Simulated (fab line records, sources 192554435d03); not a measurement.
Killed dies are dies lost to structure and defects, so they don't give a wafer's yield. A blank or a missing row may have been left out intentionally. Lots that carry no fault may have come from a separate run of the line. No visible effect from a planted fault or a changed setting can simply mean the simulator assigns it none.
fab line records	flow n5-finfet
record lots=5	wafers=12	last-day=16
route steps=1938 shown MOL_CONTACT_COAG@551 BEOL_M4@1111 PASSIVATION@1936
lots with no fault: from the same line, run without faults
start-h: the number of hours between the record's first day and the start of the first shown wafer of the lot	wait-h: how many hours have passed since the lot's step before this one	" identical to the entry in the row above	L1.1+2: a single row standing in for several wafers	- no value, or no start was given	* or withheld: withheld	< > ~ a bound
route shown NAME@n: names a module that has steps shown in the file, with the first one's number in the route	usual: the fault-free wafers' mean and standard deviation	same: alike in all rows	chamber/n: place in a boat	sites: readings site by site	_std_site: standard deviation of those values	_edge_site: the outer-site mean with the inner-site mean subtracted	radius-mm: for every site, how far away it sits from the centre of the wafer	mask NAME#n: copy n	behind: tool/chamber where the wafer was last shaped	hold: why the lot was held/for how many hours/how that ended	device: whichever transistor did not switch (one of n, p or np)	end of line: the route-end tests of the same wafers	where a step has no rows: the recipe by itself	killed: count of dies lost to structure and defects at first sort (not the wafer's yield)	map: a wafer's dies, marking killed ones x, the rest . and places with no die _
set.NAME: the setting the step ran with; set.NAME@STEP: the setting that earlier step ran with	model.NAME: the simulator's own value behind a step, which no gauge read
certain route steps with their lots: each step a table, each wafer a row
services: a tool's chamber out of use, with start hour (start-h, from the record's first day; less than 0 if before it), hours out, and reason
## steps
# step N5_MOL_CONTACT_COAG_SPUTTER_130
# recipe material=Co	target-thk-a=475	temp-c=25	chamber-pressure-pa=0.5	power-w=3000
# step N5_MOL_CONTACT_COAG_PRECLEAN_125
# recipe chemistry=DIW	time-s=57.5	temp-c=23
# step N5_MOL_CONTACT_COAG_SRD_126
# recipe dry-time-s=32	dry=n2-spin	spin-rpm=1500
# step N5_MOL_CONTACT_COAG_CMP_23
# recipe stop-on=SiO2	t-overpolish-s=1.5	post-cmp-clean=cu-alkaline	down-force-psi=2	platen-rpm=50.289	pad-velocity-m-s=1.0006	target-thk-nm=0
# step N5_MOL_CONTACT_COAG_WET_ETCH_26
# recipe target=Co	target-depth-nm=13
# step N5_MOL_CONTACT_COAG_WET_ETCH_116
# recipe chemistry=SC1-inhibited	target-depth-nm=4.6	dry=ipa-marangoni	rinse-time-s=30	rinse-temp-c=23
# step N5_MOL_CONTACT_COAG_ALD_27
# recipe material=SiOC	target-thk-a=170	temp-c=400	ald-precursor-family=carbosiloxane	ald-co-reactant=H2-plasma	pulse-time-s=1.5	time-s=2720	purge-time-s=2	co-reactant-purge-time-s=2	ald-cycles=340	pressure-torr=2
# step N5_MOL_CONTACT_COAG_CMP_28
# recipe stop-on=SiNx	t-overpolish-s=0.85	post-cmp-clean=alkaline-brush	down-force-psi=4.15	platen-rpm=51.8	pad-velocity-m-s=1.0307	target-thk-nm=14.522
# step N5_MOL_CONTACT_COAG_ALD_123
# recipe material=SiNx	target-thk-a=50	temp-c=400	ald-precursor-family=SiH2I2	ald-co-reactant=N2/H2-plasma	pulse-time-s=1	purge-time-s=2	co-reactant-purge-time-s=2	ald-cycles=100	pressure-torr=2
# step N5_MOL_CONTACT_COAG_PECVD_31
# recipe material=SiO2	target-thk-a=460	temp-c=400	precursor=TEOS/O2	pressure-torr=6.5	rf-w=withheld	teos-flow-sccm=withheld	gas=O2	flow-sccm=2650	time-s=8.9
lot.wafer	tool	chamber	start-h	wait-h	since-wet-clean-h	model.SiO2_of_MOL_CONTACT_COAG_PECVD_31.thk-nm
L380.2	pecvd-04	1	104.11	0.3	1895	45.4
L380.3	"	0	"	"	1170	44.8
L380.6	"	2	"	"	-	45.6
L391.1	pecvd-04	0	171.26	0.3	1238	68.8
L391.4	"	2	"	"	-	46.4
L396.4	pecvd-04	0	197.94	0.3	-	46.2
L396.5	"	2	"	"	-	70.6
L398.1	pecvd-04	0	210.75	0.3	1277	70.2
L398.6	"	1	"	"	-	47.4
L400.2	pecvd-02	1	220.20	0.3	1468	45.8
L400.3	"	0	"	"	-	46.8
L400.6	"	0	"	"	-	47.4
# step N5_MOL_CONTACT_COAG_COAT_75
# recipe resist=SOC	temp-c=250	time-s=60	spin-rpm=1500	resist-thk-nm=60
# step N5_MOL_CONTACT_COAG_COAT_76
# recipe resist=SiARC	temp-c=220	time-s=60	spin-rpm=1500	resist-thk-nm=10
# step N5_MOL_CONTACT_COAG_COAT_77
# recipe resist=underlayer	temp-c=205	time-s=60	spin-rpm=1500	resist-thk-nm=10
# step N5_MOL_CONTACT_COAG_COAT_78
# recipe resist=CAR-EUV	spin-rpm=1500	resist-thk-nm=40
# step N5_MOL_CONTACT_COAG_EBR_80
# recipe solvent=PGMEA	ebr-width-mm=1.5
# step N5_MOL_CONTACT_COAG_SOFTBAKE_79
# recipe temp-c=110	time-s=60	resist=CAR-EUV
# step N5_MOL_CONTACT_COAG_EXPOSE_81
# recipe mask-id=VG	na=0.33	source-shape=annular	sigma-inner=0.3	sigma-outer=0.7	polarization=unpolarized	defocus-nm=0	dose-mj=59.5
# step N5_MOL_CONTACT_COAG_PEB_82
# recipe peb-temp-c=100	peb-time-s=60	resist=CAR-EUV
# step N5_MOL_CONTACT_COAG_DEVELOP_83
# recipe develop-time-s=30	developer=TMAH	resist=CAR-EUV	rinse-liquid=surfactant-rinse	dry=air-spin	dev-temp-c=23
# step N5_MOL_CONTACT_COAG_DESCUM_88
# recipe chemistry=O2	time-s=7	source-power-w=50	bias-power-w=20	pressure-mtorr=20	rf-frequency-hz=2.712e+07	temp-c=40	resist=CAR-EUV	o2-flow-sccm=225
# step N5_MOL_CONTACT_COAG_ETCH_89
# recipe chemistry=N2/H2	target=underlayer	target-depth-a=130	mask-material=CAR-EUV	time-s=10.4	ion-energy-ev=200	pressure-mtorr=30	source-w=840	bias-w=150	n2-flow-sccm=200	h2-flow-sccm=200	ends=cleared
# step N5_MOL_CONTACT_COAG_ETCH_90
# recipe chemistry=CF4	target=SiARC	target-depth-a=130	mask-material=CAR-EUV	time-s=21.7	ion-energy-ev=80	pressure-mtorr=40	source-w=545	bias-w=36	Ar_flow_sccm=100	cf4-flow-sccm=100	ends=cleared
# step N5_MOL_CONTACT_COAG_ALD_131
# recipe material=SiO2	target-thk-a=50	temp-c=100	ald-precursor-family=BDEAS	ald-co-reactant=O2-plasma	pulse-time-s=1	co-reactant-pulse-time-s=1	purge-time-s=2	co-reactant-purge-time-s=2	ald-cycles=35	pressure-torr=2
# step N5_MOL_CONTACT_COAG_ETCHBACK_132
# recipe chemistry=CHF3	target=SiO2	target-depth-a=100	time-s=6.7	ion-energy-ev=200	pressure-mtorr=30	source-w=610	bias-w=170	Ar_flow_sccm=200	CHF3_flow_sccm=50
# step N5_MOL_CONTACT_COAG_ETCH_91
# recipe chemistry=N2/H2	target=SOC	target-depth-a=600	overetch-a=210	mask-material=SiARC	temp-c=40	time-s=101.2	ion-energy-ev=200	pressure-mtorr=30	source-w=840	bias-w=150	n2-flow-sccm=200	h2-flow-sccm=200
# step N5_MOL_CONTACT_COAG_STRIP_92
# recipe chemistry=N2/H2	temp-c=40	n2-flow-sccm=200	h2-flow-sccm=200	rf-frequency-hz=6e+07
# step N5_MOL_CONTACT_COAG_STRIP_93
# recipe chemistry=N2/H2	temp-c=40	n2-flow-sccm=200	h2-flow-sccm=200	rf-frequency-hz=6e+07
# step N5_MOL_CONTACT_COAG_ETCHBACK_135
# recipe chemistry=CHF3	target=SiO2	target-depth-a=250	time-s=16.7	ion-energy-ev=200	pressure-mtorr=30	source-w=610	bias-w=170	Ar_flow_sccm=200	CHF3_flow_sccm=50
# step N5_MOL_CONTACT_COAG_STRIP_118
# recipe chemistry=CHF3	resist=SiARC	rf-frequency-hz=6e+07
# step N5_MOL_CONTACT_COAG_VIA_ETCH_46
# recipe chemistry=C4F6/O2	target-depth-a=460	overetch-a=92	mask-material=SOC	target=SiO2	bias-w=455	pressure-mtorr=10	time-s=40	source-w=325	Ar_flow_sccm=300	C4F6_flow_sccm=10	O2_flow_sccm=10	ion-energy-ev=575.3	ends=end-point
# usual drypump-motor-current-A=5.70/0.27	oes-product-au=0.72/0.064	rf-vpp-V=1594/50	showerhead-plenum-p-Torr=2.86/0.07	throttle-valve-pct=41.0/0.54
lot.wafer	tool	chamber	start-h	wait-h	drypump-motor-current-A	oes-product-au	rf-hours-counter-h	rf-vpp-V	showerhead-plenum-p-Torr	throttle-valve-pct	model.etch.depth-nm
L380.2	rie-diel-04	3	105.28	0.0	6.15	0.73	56	1600	2.80	40.9	45.37
L380.3	"	2	"	"	5.47	0.64	171	1529	2.94	40.8	44.73
L380.6	"	2	"	"	5.48	0.64	-	1529	2.94	40.8	45.57
L391.1	rie-diel-01	1	172.19	0.0	5.56	0.73	193	1625	2.91	41.5	54.69
L391.4	"	2	"	"	5.85	0.61	240	1570	2.73	41.8	46.34
L396.4	rie-diel-06	2	198.89	0.0	5.66	0.72	-	1599	2.89	41.3	46.3
L396.5	"	0	"	"	5.55	0.83	-	1685	2.77	40.3	54.84
L398.1	rie-diel-06	2	212.01	0.0	5.67	0.83	99	1600	2.88	41.4	57.3
L398.6	"	0	"	"	5.55	0.75	-	1686	2.77	40.2	47.43
L400.2	rie-diel-01	1	221.16	0.0	5.57	0.65	212	1626	2.90	41.4	45.81
L400.3	"	2	"	"	5.85	0.87	3	1595	3.07	42.2	46.86
L400.6	"	2	"	"	5.84	0.89	-	1595	3.07	42.2	47.49
# step N5_MOL_CONTACT_COAG_STRIP_96
# recipe chemistry=N2/H2	power-w=500	temp-c=40	pressure-mtorr=50	rf-frequency-hz=6e+07	overash-fraction=0.3	bias-power-w=28	h2-frac=0.5	n2-flow-sccm=300	h2-flow-sccm=300
# step N5_MOL_CONTACT_COAG_ETCH_47
# recipe chemistry=CH3F/O2	target=SiNx	target-depth-a=270	mask-material=SiO2	stop-on=W	over-etch-frac=0.2	ion-energy-ev=120	endpoint=OES-CN	pressure-mtorr=30	source-w=395	bias-w=73	Ar_flow_sccm=150	CH3F_flow_sccm=30	O2_flow_sccm=20	ends=end-point
# usual drypump-motor-current-A=5.69/0.28	etch-rf-on-time-s=31.0/0.76	oes-product-au=0.72/0.067	rf-vpp-V=299/9.8	showerhead-plenum-p-Torr=2.01/0.052	throttle-valve-pct=16.4/0.31
# same over-etch-frac=0.2
lot.wafer	tool	chamber	start-h	wait-h	drypump-motor-current-A	etch-rf-on-time-s	oes-product-au	rf-hours-counter-h	rf-vpp-V	showerhead-plenum-p-Torr	throttle-valve-pct	model.etch.over-etch-s
L380.2	rie-diel-04	3	105.39	0.0	6.12	31.1	0.74	56	300	1.97	16.2	5.188
L380.3	"	2	"	"	5.45	30.7	0.65	171	286	2.08	16.1	5.114
L380.6	"	2	"	"	5.44	30.3	0.66	-	286	2.08	16.1	5.048
L391.1	rie-diel-01	1	172.29	0.0	5.55	50.8	0.27	193	304	2.05	16.6	0
L391.4	"	2	"	"	5.82	32.3	0.61	240	292	1.92	17.0	5.378
L396.4	rie-diel-06	2	199.00	0.0	5.65	29.9	0.74	-	301	2.03	16.6	4.986
L396.5	"	0	"	"	5.56	50.8	0.31	-	316	1.94	15.9	0
L398.1	rie-diel-06	2	212.11	0.0	5.67	50.8	0.31	99	298	2.03	16.5	0
L398.6	"	0	"	"	5.55	31.9	0.73	-	317	1.94	15.9	5.324
L400.2	rie-diel-01	1	221.26	0.0	5.56	31.6	0.64	212	305	2.04	16.6	5.273
L400.3	"	2	"	"	5.82	31.3	0.86	3	299	2.16	16.6	5.213
L400.6	"	2	"	"	5.82	31.3	0.86	-	300	2.16	16.6	5.215
# step N5_MOL_CONTACT_COAG_STRIP_119
# recipe chemistry=N2/H2	time-s=30	power-w=1000	temp-c=250	pressure-mtorr=withheld	n2-flow-sccm=1750	h2-flow-sccm=3250
# step N5_MOL_CONTACT_COAG_PRECLEAN_144
# recipe chemistry=alkaline-clean	temp-c=60	time-s=60	do-ppb=50
# step N5_MOL_CONTACT_COAG_SRD_145
# recipe dry=ipa-marangoni	time-s=30	temp-c=23	rinse-liquid=diw
# step N5_MOL_CONTACT_COAG_VIA_ETCH_117
# recipe chemistry=C4F6/O2	target-depth-a=400	overetch-a=80	mask-material=SOC	target=SiO2	bias-w=455	pressure-mtorr=10	time-s=26	source-w=325	Ar_flow_sccm=300	C4F6_flow_sccm=10	O2_flow_sccm=10	ion-energy-ev=575.3	ends=end-point
# usual drypump-motor-current-A=5.66/0.29	oes-product-au=0.71/0.065	rf-vpp-V=1595/48	showerhead-plenum-p-Torr=2.86/0.072	throttle-valve-pct=41.1/0.56
lot.wafer	tool	chamber	start-h	wait-h	drypump-motor-current-A	oes-product-au	rf-hours-counter-h	rf-vpp-V	showerhead-plenum-p-Torr	throttle-valve-pct	model.MOL_CONTACT_COAG.feature-depth-nm	model.etch.depth-nm
L380.2	rie-diel-01	0	106.84	0.0	5.12	0.82	10	1542	2.88	40.4	39.8	39.83
L380.3	"	1	"	"	5.56	0.67	171	1625	2.92	41.5	40.4	40.36
L380.6	"	1	"	"	5.56	0.69	-	1627	2.92	41.5	40.6	40.54
L391.1	rie-diel-06	3	173.71	0.0	6.04	0.77	97	1525	2.86	41.0	42.8	42.45
L391.4	"	1	"	"	5.95	0.60	250	1570	2.94	41.7	39.8	39.86
L396.4	rie-diel-06	2	200.31	0.0	5.67	0.72	-	1601	2.89	41.4	39	38.94
L396.5	"	3	"	"	6.03	0.76	-	1524	2.86	41.0	44.2	43.94
L398.1	rie-diel-06	0	213.73	0.0	5.58	0.77	64	1685	2.77	40.4	44	43.83
L398.6	"	3	"	"	6.04	0.73	-	1523	2.86	41.0	40.2	40.1
L400.2	rie-diel-01	3	222.44	0.0	5.50	0.74	82	1626	2.84	40.8	40.4	40.3
L400.3	"	1	"	"	5.55	0.65	212	1624	2.90	41.6	39.8	39.88
L400.6	"	2	"	"	5.84	0.87	-	1596	3.07	42.4	40.2	40.22
# step N5_MOL_CONTACT_COAG_ETCH_48
# recipe chemistry=C4F6/O2	target-depth-a=150	overetch-a=45	mask-material=SOC	target=SiOC	bias-w=465	pressure-mtorr=10	time-s=17	source-w=335	Ar_flow_sccm=300	C4F6_flow_sccm=10	O2_flow_sccm=10	ion-energy-ev=576
# usual drypump-motor-current-A=5.66/0.29	oes-product-au=0.66/0.066	rf-vpp-V=1597/48	showerhead-plenum-p-Torr=2.86/0.072	throttle-valve-pct=40.7/0.55
lot.wafer	tool	chamber	start-h	wait-h	drypump-motor-current-A	oes-product-au	rf-hours-counter-h	rf-vpp-V	showerhead-plenum-p-Torr	throttle-valve-pct
L380.2	rie-diel-01	0	106.91	0.0	5.16	0.74	10	1545	2.88	40.0
L380.3	"	1	"	"	5.56	0.61	171	1627	2.92	41.1
L380.6	"	1	"	"	5.57	0.60	-	1628	2.92	41.0
L391.1	rie-diel-06	3	173.78	0.0	6.05	0.32	97	1526	2.87	40.4
L391.4	"	1	"	"	5.91	0.57	250	1572	2.94	41.2
L396.4	rie-diel-06	2	200.39	0.0	5.68	0.67	-	1603	2.89	41.0
L396.5	"	3	"	"	6.02	0.30	-	1527	2.86	40.4
L398.1	rie-diel-06	0	213.80	0.0	5.59	0.31	64	1687	2.77	39.8
L398.6	"	3	"	"	6.08	0.73	-	1526	2.86	40.5
L400.2	rie-diel-01	3	222.51	0.0	5.51	0.69	82	1626	2.84	40.4
L400.3	"	1	"	"	5.57	0.57	212	1626	2.90	41.1
L400.6	"	2	"	"	5.83	0.78	-	1598	3.07	41.8
# step N5_MOL_CONTACT_COAG_CMP_52
# recipe stop-on=SiO2	t-overpolish-s=1.5	post-cmp-clean=w-dilute-nh4oh	down-force-psi=4	platen-rpm=50.289	pad-velocity-m-s=1.0006	target-thk-nm=66.5
# usual motor-current-A=12.4/1.1	retaining-ring-pressure-frac=1.001/0.0044	slurry-flow-ml-min=150.1/0.45
lot.wafer	tool	chamber	start-h	wait-h	motor-current-A	retaining-ring-pressure-frac	slurry-flow-ml-min	model.SiO2_of_MOL_CONTACT_COAG_PECVD_31.thk-nm
L380.3	cmp-01	0	107.69	0.1	11.0	0.997	149.0	42.6
L380.2	"	2	"	"	13.7	1.000	149.9	43.2
L380.6	"	0	"	"	11.1	0.995	149.8	43.6
L391.1	cmp-04	2	174.55	0.1	15.5	0.997	150.1	66.8
L391.4	"	0	"	"	11.1	1.001	149.1	44.2
L396.4	cmp-01	1	201.25	0.0	12.6	1.002	150.0	44.2
L396.5	"	1	"	"	12.2	1.000	150.5	68.6
L398.1	cmp-01	1	214.61	0.1	12.0	0.995	150.6	68.2
L398.6	"	0	"	"	11.0	0.997	150.1	45.4
L400.2	cmp-01	1	223.28	0.0	11.5	1.001	149.6	43.8
L400.3	"	3	"	"	12.6	0.992	150.4	44.8
L400.6	"	2	"	"	12.7	1.004	150.5	45.4
# step N5_MOL_CONTACT_COAG_THK_MEAS_53
# recipe reads=SiO2_of_MOL_CONTACT_COAG_PECVD_31
# usual VIA_MOL_THK=44.0/0.73
lot.wafer	tool	chamber	start-h	wait-h	VIA_MOL_THK[nm]
L380.2	film-metro-02	-	107.95	-	43.3
L380.3	"	-	"	"	42.7
L380.6	"	-	"	"	43.6
L391.1	film-metro-02	-	174.81	-	66.8
L391.4	"	-	"	"	44.3
L396.4	film-metro-02	-	201.55	-	44.2
L396.5	"	-	"	"	68.6
L398.1	film-metro-01	-	214.83	-	68.2
L398.6	"	-	"	"	45.4
L400.2	film-metro-02	-	223.57	-	43.7
L400.3	"	-	"	"	44.8
L400.6	"	-	"	"	45.5
# step N5_BEOL_M4_RC_MEAS_101
# usual DIBL_N=36.0/2.2	DIBL_P=35.9/2.6	IOFF_N=0.16/0.038	IOFF_P=0.21/0.042	ION_N=675/15	ION_P=463/10	SS_N=71.5/0.62	SS_P=73.2/0.76	VT_N=250/4.1	VT_P=-251/3.6
lot.wafer	tool	chamber	start-h	wait-h	DIBL_N[mV/V]	DIBL_P[mV/V]	IOFF_N[nA/um]	IOFF_P[nA/um]	ION_N[uA/um]	ION_P[uA/um]	SS_N[mV/dec]	SS_P[mV/dec]	VT_N[mV]	VT_P[mV]
L380.2	prober-01	0	168.90	0.2	33.5	33.4	0.11	0.16	672	464	71.0	72.3	257	-252
L380.3	"	0	"	"	35.0	36.4	0.13	0.21	669	466	70.8	73.8	253	-248
L380.6	"	0	"	"	35.0	36.1	0.13	0.19	675	463	71.6	73.9	254	-252
L391.4	prober-01	0	247.75	0.5	36.3	36.2	0.14	0.19	647	444	72.0	72.4	253	-251
L396.4	prober-02	0	267.40	0.5	40.7	42.4	0.25	0.32	700	477	72.1	74.5	241	-245
L398.6	prober-02	0	281.89	0.8	36.1	37.1	0.14	0.21	680	471	71.4	73.1	250	-251
L400.2	prober-02	0	290.32	0.2	35.4	35.1	0.15	0.23	689	476	71.6	72.3	251	-248
L400.3	"	0	"	"	36.3	35.1	0.17	0.23	670	457	71.5	73.2	251	-247
L400.6	"	0	"	"	37.3	37.0	0.20	0.27	702	480	71.6	73.8	246	-244
# step N5_PASSIVATION_PROBE_49
# usual defect-limited-yield=91.4/1.6	killed_at_M0_to_M3=35/10	killed_at_M4_up=12/4.7	killed-at-contacts=12/5.8	killed-at-front-end=38/12	killed-at-other=4/3.2	killed-dies=102/18	killed-on-rim=13/4.2	killed-open=68/14	killed-short=32/8	sort_bin_5_function=5.1/0.96	sort_bin_6_memory=3.2/0.77	sort-n-pass=1078/20	sort-yield-pct=91.3/1.7
# same gross-dies=1180	killed-at-back-side=0	sort_bin_4_leakage[%]=0	sort_bin_8_speed[%]=0
lot.wafer	tool	chamber	start-h	wait-h	defect-limited-yield[%]	killed_at_M0_to_M3	killed_at_M4_up	killed-at-contacts	killed-at-front-end	killed-at-other	killed-dies	killed-on-rim	killed-open	killed-short	sort_bin_5_function[%]	sort_bin_6_memory[%]	sort-n-pass	sort-yield-pct[%]
L391.1	prober-02	-	358.35	0.0	0	44	13	1087	32	4	1180	152	72	36	95.4	4.2	0	0
L396.5	prober-01	-	374.14	0.2	0	57	16	1074	31	2	1180	152	69	44	95.6	4.0	0	0
L398.1	prober-02	-	391.05	0.6	0	31	10	1089	44	6	1180	152	61	35	96.6	2.9	0	0
# killed by level:class
L391.1 MOL_CONTACT_COAG:area-etch=1071 MOL_CONTACT_COAG:geometric-particle:open=15 FIN_SAQP:geometric-particle:open=12 BEOL_M0_SAQP:geometric-particle:short=11 BEOL_M2:geometric-particle:open=10 BEOL_M0_SAQP:geometric-particle:open=7 BEOL_M2:geometric-particle:short=5 BEOL_M3:geometric-particle:open=4
L396.5 MOL_CONTACT_COAG:area-etch=1067 BEOL_M0_SAQP:geometric-particle:open=12 BEOL_M0_SAQP:geometric-particle:short=12 BEOL_M1:geometric-particle:open=11 FIN_SAQP:geometric-particle:open=6 BEOL_M2:geometric-particle:open=6 FIN_SAQP:geometric-particle:short=5 BEOL_M1:geometric-particle:short=5
L398.1 MOL_CONTACT_COAG:area-etch=1083 FIN_SAQP:geometric-particle:open=10 FIN_SAQP:geometric-particle:short=10 BEOL_M3:geometric-particle:open=8 DUMMY_GATE:geometric-particle:open=7 BEOL_M0_SAQP:geometric-particle:short=7 BEOL_M0_SAQP:geometric-particle:open=6 MOL_CONTACT_COAG:geometric-particle:open=5
# map L391.1 (x killed, . not)
_________________xxxxxxxxxxxx________________
______________xxxxxxxxxxxxxxxxxx_____________
___________xxxxxxxxxxxxxxxxxxxxxxxx__________
__________xxxxxxxxxxxxxxxxxxxxxxxxxx_________
________xxxxxxxxxxxxxxxxxxxxxxxxxxxxxx_______
_______xxxxxxxxxxxxxxxxxxxxxxxxxxxxxxxx______
______xxxxxxxxxxxxxxxxxxxxxxxxxxxxxxxxxx_____
_____xxxxxxxxxxxxxxxxxxxxxxxxxxxxxxxxxxxx____
____xxxxxxxxxxxxxxxxxxxxxxxxxxxxxxxxxxxxxx___
___xxxxxxxxxxxxxxxxxxxxxxxxxxxxxxxxxxxxxxxx__
___xxxxxxxxxxxxxxxxxxxxxxxxxxxxxxxxxxxxxxxx__
__xxxxxxxxxxxxxxxxxxxxxxxxxxxxxxxxxxxxxxxxxx_
__xxxxxxxxxxxxxxxxxxxxxxxxxxxxxxxxxxxxxxxxxx_
_xxxxxxxxxxxxxxxxxxxxxxxxxxxxxxxxxxxxxxxxxxxx
_xxxxxxxxxxxxxxxxxxxxxxxxxxxxxxxxxxxxxxxxxxxx
_xxxxxxxxxxxxxxxxxxxxxxxxxxxxxxxxxxxxxxxxxxxx
_xxxxxxxxxxxxxxxxxxxxxxxxxxxxxxxxxxxxxxxxxxxx
_xxxxxxxxxxxxxxxxxxxxxxxxxxxxxxxxxxxxxxxxxxxx
_xxxxxxxxxxxxxxxxxxxxxxxxxxxxxxxxxxxxxxxxxxxx
_xxxxxxxxxxxxxxxxxxxxxxxxxxxxxxxxxxxxxxxxxxxx
_xxxxxxxxxxxxxxxxxxxxxxxxxxxxxxxxxxxxxxxxxxxx
__xxxxxxxxxxxxxxxxxxxxxxxxxxxxxxxxxxxxxxxxxx_
__xxxxxxxxxxxxxxxxxxxxxxxxxxxxxxxxxxxxxxxxxx_
___xxxxxxxxxxxxxxxxxxxxxxxxxxxxxxxxxxxxxxxx__
___xxxxxxxxxxxxxxxxxxxxxxxxxxxxxxxxxxxxxxxx__
____xxxxxxxxxxxxxxxxxxxxxxxxxxxxxxxxxxxxxx___
_____xxxxxxxxxxxxxxxxxxxxxxxxxxxxxxxxxxxx____
______xxxxxxxxxxxxxxxxxxxxxxxxxxxxxxxxxx_____
_______xxxxxxxxxxxxxxxxxxxxxxxxxxxxxxxx______
________xxxxxxxxxxxxxxxxxxxxxxxxxxxxxx_______
__________xxxxxxxxxxxxxxxxxxxxxxxxxx_________
___________xxxxxxxxxxxxxxxxxxxxxxxx__________
______________xxxxxxxxxxxxxxxxxx_____________
_________________xxxxxxxxxxxx________________
# map L396.5 (x killed, . not)
_________________xxxxxxxxxxxx________________
______________xxxxxxxxxxxxxxxxxx_____________
___________xxxxxxxxxxxxxxxxxxxxxxxx__________
__________xxxxxxxxxxxxxxxxxxxxxxxxxx_________
________xxxxxxxxxxxxxxxxxxxxxxxxxxxxxx_______
_______xxxxxxxxxxxxxxxxxxxxxxxxxxxxxxxx______
______xxxxxxxxxxxxxxxxxxxxxxxxxxxxxxxxxx_____
_____xxxxxxxxxxxxxxxxxxxxxxxxxxxxxxxxxxxx____
____xxxxxxxxxxxxxxxxxxxxxxxxxxxxxxxxxxxxxx___
___xxxxxxxxxxxxxxxxxxxxxxxxxxxxxxxxxxxxxxxx__
___xxxxxxxxxxxxxxxxxxxxxxxxxxxxxxxxxxxxxxxx__
__xxxxxxxxxxxxxxxxxxxxxxxxxxxxxxxxxxxxxxxxxx_
__xxxxxxxxxxxxxxxxxxxxxxxxxxxxxxxxxxxxxxxxxx_
_xxxxxxxxxxxxxxxxxxxxxxxxxxxxxxxxxxxxxxxxxxxx
_xxxxxxxxxxxxxxxxxxxxxxxxxxxxxxxxxxxxxxxxxxxx
_xxxxxxxxxxxxxxxxxxxxxxxxxxxxxxxxxxxxxxxxxxxx
_xxxxxxxxxxxxxxxxxxxxxxxxxxxxxxxxxxxxxxxxxxxx
_xxxxxxxxxxxxxxxxxxxxxxxxxxxxxxxxxxxxxxxxxxxx
_xxxxxxxxxxxxxxxxxxxxxxxxxxxxxxxxxxxxxxxxxxxx
_xxxxxxxxxxxxxxxxxxxxxxxxxxxxxxxxxxxxxxxxxxxx
_xxxxxxxxxxxxxxxxxxxxxxxxxxxxxxxxxxxxxxxxxxxx
__xxxxxxxxxxxxxxxxxxxxxxxxxxxxxxxxxxxxxxxxxx_
__xxxxxxxxxxxxxxxxxxxxxxxxxxxxxxxxxxxxxxxxxx_
___xxxxxxxxxxxxxxxxxxxxxxxxxxxxxxxxxxxxxxxx__
___xxxxxxxxxxxxxxxxxxxxxxxxxxxxxxxxxxxxxxxx__
____xxxxxxxxxxxxxxxxxxxxxxxxxxxxxxxxxxxxxx___
_____xxxxxxxxxxxxxxxxxxxxxxxxxxxxxxxxxxxx____
______xxxxxxxxxxxxxxxxxxxxxxxxxxxxxxxxxx_____
_______xxxxxxxxxxxxxxxxxxxxxxxxxxxxxxxx______
________xxxxxxxxxxxxxxxxxxxxxxxxxxxxxx_______
__________xxxxxxxxxxxxxxxxxxxxxxxxxx_________
___________xxxxxxxxxxxxxxxxxxxxxxxx__________
______________xxxxxxxxxxxxxxxxxx_____________
_________________xxxxxxxxxxxx________________
## services
tool	chamber	start-h	hours	kind
rie-diel-04	0	102.22	2.3	repair
cmp-01	-	108.99	8.1	pm
pecvd-02	0	142.67	2.1	scheduled-down
cmp-01	-	154.57	0.4	repair
rie-diel-06	0	155.65	13.1	repair
pecvd-02	2	158.51	5.0	scheduled-down
pecvd-04	-	168.14	0.8	repair
rie-diel-01	1	173.91	5.0	repair
pecvd-04	2	177.30	2.1	scheduled-down
cmp-04	-	177.55	0.7	repair
cmp-01	-	181.78	3.0	repair
rie-diel-06	1	187.11	16.2	repair
pecvd-04	2	187.96	5.0	scheduled-down
cmp-01	-	196.02	4.0	pm
cmp-01	-	200.02	-	consumable-replace:conditioner
cmp-01	-	200.02	-	consumable-replace:pad
rie-diel-01	2	201.16	-	clean
rie-diel-01	2	201.16	-	consumable-replace:focus-ring
rie-diel-01	2	201.16	-	consumable-replace:showerhead
rie-diel-01	2	201.16	13.0	scheduled-down
rie-diel-01	2	201.16	13.0	vent-cycle
rie-diel-04	1	204.77	9.1	repair
cmp-04	-	207.57	24.7	pm
pecvd-04	1	215.42	16.5	scheduled-down
## key
first-sign step=N5_MOL_CONTACT_COAG_ETCH_47	reading=etch-rf-on-time-s	direction=up	sigmas=26	usual=*	struck=*
effect step=N5_MOL_CONTACT_COAG_ETCH_47	reading=oes-product-au	direction=down	sigmas=6.2	usual=0.72	struck=0.30
effect step=N5_MOL_CONTACT_COAG_ETCH_48	reading=oes-product-au	direction=down	sigmas=5.3	usual=0.66	struck=0.31
effect step=N5_MOL_CONTACT_COAG_THK_MEAS_53	reading=VIA_MOL_THK	direction=up	sigmas=33	usual=44.0	struck=67.9
effect step=N5_PASSIVATION_PROBE_49	reading=killed-at-contacts	direction=up	sigmas=99+	usual=12	struck=1083
model-effect step=N5_MOL_CONTACT_COAG_PECVD_31	value=SiO2_of_MOL_CONTACT_COAG_PECVD_31.thk-nm	without=46	struck=69.87
model-effect step=N5_MOL_CONTACT_COAG_VIA_ETCH_46	value=etch.depth-nm	without=45.97	struck=55.61
model-effect step=N5_MOL_CONTACT_COAG_ETCH_47	value=etch.over-etch-s	without=5.167	struck=0
model-effect step=N5_MOL_CONTACT_COAG_VIA_ETCH_117	value=MOL_CONTACT_COAG.feature-depth-nm	without=40.27	struck=43.67
model-effect step=N5_MOL_CONTACT_COAG_CMP_52	value=SiO2_of_MOL_CONTACT_COAG_PECVD_31.thk-nm	without=43.87	struck=67.87
more-kills-born-at N5_MOL_CONTACT_COAG_VIA_ETCH_46@rie-diel-06=2150	N5_MOL_CONTACT_COAG_VIA_ETCH_46@rie-diel-01=1071
met-at N5_MOL_CONTACT_COAG_PECVD_31
struck-wafers L391.1,L396.5,L398.1
later-rows-left-out L391.1,L396.5,L398.1
onset-between 104.11 171.26
fault kind=process-parameter-drift	tool=pecvd-04	chamber=-	onset-h=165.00	steps=N5_MOL_CONTACT_COAG_PECVD_31	channel=time-s	offset=*	shape=step	end-h=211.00	scope=struck-wafers-only	acts-in=*	stated=*
# later-rows-left-out: the simulator's readings of these wafers behind a module that went badly wrong aren't trusted and aren't shown, but for the sort
